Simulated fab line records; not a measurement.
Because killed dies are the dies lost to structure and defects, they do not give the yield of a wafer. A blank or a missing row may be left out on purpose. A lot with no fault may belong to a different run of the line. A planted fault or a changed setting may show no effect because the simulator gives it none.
Split-lot experiment	flow n5_finfet	7 lots, 21 wafers read, on a route of 1938 steps

SPLIT DETAILS
At N5_BEOL_M4_COAT_61 (time 60 s, resist thk 60 nm), the setting spin_rpm was moved away from the recipe's 1500 rpm on 5 of the 21 wafers read, by -7.4% to +7.0%. The other wafers ran this setting at the recipe's value.

The reading is taken at the split's own step.

THE READING
SOC_of_BEOL_M4_COAT_61.thk_nm (the simulator's own value, which no gauge read), in nm, at N5_BEOL_M4_COAT_61 (time 60 s, resist thk 60 nm). The file does not state a usual value for it. Across the 16 wafers here that went through the recipe, the average is 60.1 nm and the standard deviation 0.16 nm.

wafer	tool, chamber at the split	spin_rpm as run, rpm	against the recipe	SOC_of_BEOL_M4_COAT_61.thk_nm, nm	against lot-mates on the recipe
L076.3	litho_track-03, 0	1420	-5.3%	61.8	+2.0
L076.5	litho_track-03, 0	1420	-5.3%	61.8	+2.0
L076.4	litho_track-03, 0	1500	recipe	59.8	-
L079.1	litho_track-03, 0	1389	-7.4%	62.4	+2.4
L079.5	litho_track-03, 0	1500	recipe	60	-
L079.6	litho_track-03, 0	1500	recipe	60	-
L085.1	litho_track-02, 0	1500	recipe	60.2	-
L085.3	litho_track-02, 0	1500	recipe	60.2	-
L085.5	litho_track-02, 0	1500	recipe	60	-
L086.1	litho_track-03, 0	1500	recipe	60	-
L086.3	litho_track-03, 0	1500	recipe	60	-
L086.2	litho_track-03, 0	1500	recipe	59.8	-
L087.3	litho_track-01, 0	1500	recipe	60.2	-
L087.4	litho_track-01, 0	1500	recipe	60	-
L087.5	litho_track-01, 0	1500	recipe	60	-
L088.3	litho_track-03, 0	1500	recipe	60.4	-
L088.4	litho_track-03, 0	1500	recipe	60.2	-
L088.5	litho_track-03, 0	1605	+7.0%	58.4	-1.9
L089.1	litho_track-03, 0	1500	recipe	60.2	-
L089.5	litho_track-03, 0	1500	recipe	60.2	-
L089.4	litho_track-03, 0	1448	-3.5%	61	+0.8

THE FIT
A straight line over all 21 wafers: SOC_of_BEOL_M4_COAT_61.thk_nm changes by -0.289 nm for each +1% of spin_rpm; r = -0.98; the points scatter about the line by 0.18 nm.
The same after taking each lot's own level away (the mean of its wafers on the recipe; 21 wafers): -0.317 nm for each +1%; r = -0.99; scatter 0.16 nm.
Per that fit: largest spin_rpm move, reading shift of 2.3 nm.
Across the lots, their own levels run from 59.80 to 60.30 nm, a range of 3.2 times the standard deviation given above.
The two slopes are in agreement: the lot-to-lot level therefore moves the slope only a little.
Check: with one of the wafers moved furthest among these (-7.4%) left out of the fit, the line predicts +2.37 nm for it against its lot-mates. It came out at +2.4 nm against them.

OTHER SPLITS APPLIED TO THESE WAFERS
Before the reading, these wafers also passed through other splits. Each is held against what the fit with the lots' levels taken away leaves over:
other split on the same wafers	wafers away from the commonest value	r with SOC_of_BEOL_M4_COAT_61.thk_nm (lot level and that fit taken away)
N5_BEOL_M0_SAQP_COAT_82 spin_rpm	8	-0.40
N5_BEOL_M0_CUTY_COAT_51 spin_rpm	8	+0.02
N5_BEOL_M2_COAT_62 spin_rpm	4	+0.31
N5_BEOL_M2_COAT_76 spin_rpm	2	+0.15
N5_BEOL_M2_DESCUM_33 time_s	11	+0.18
N5_BEOL_M3_COAT_05 spin_rpm	7	+0.08
N5_BEOL_M3_ETCH_64 bias_w	5	+0.11

THE FILE'S OWN FIT
SOC_of_BEOL_M4_COAT_61.thk_nm changes by -0.309 nm for each +1% of spin_rpm, r = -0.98.
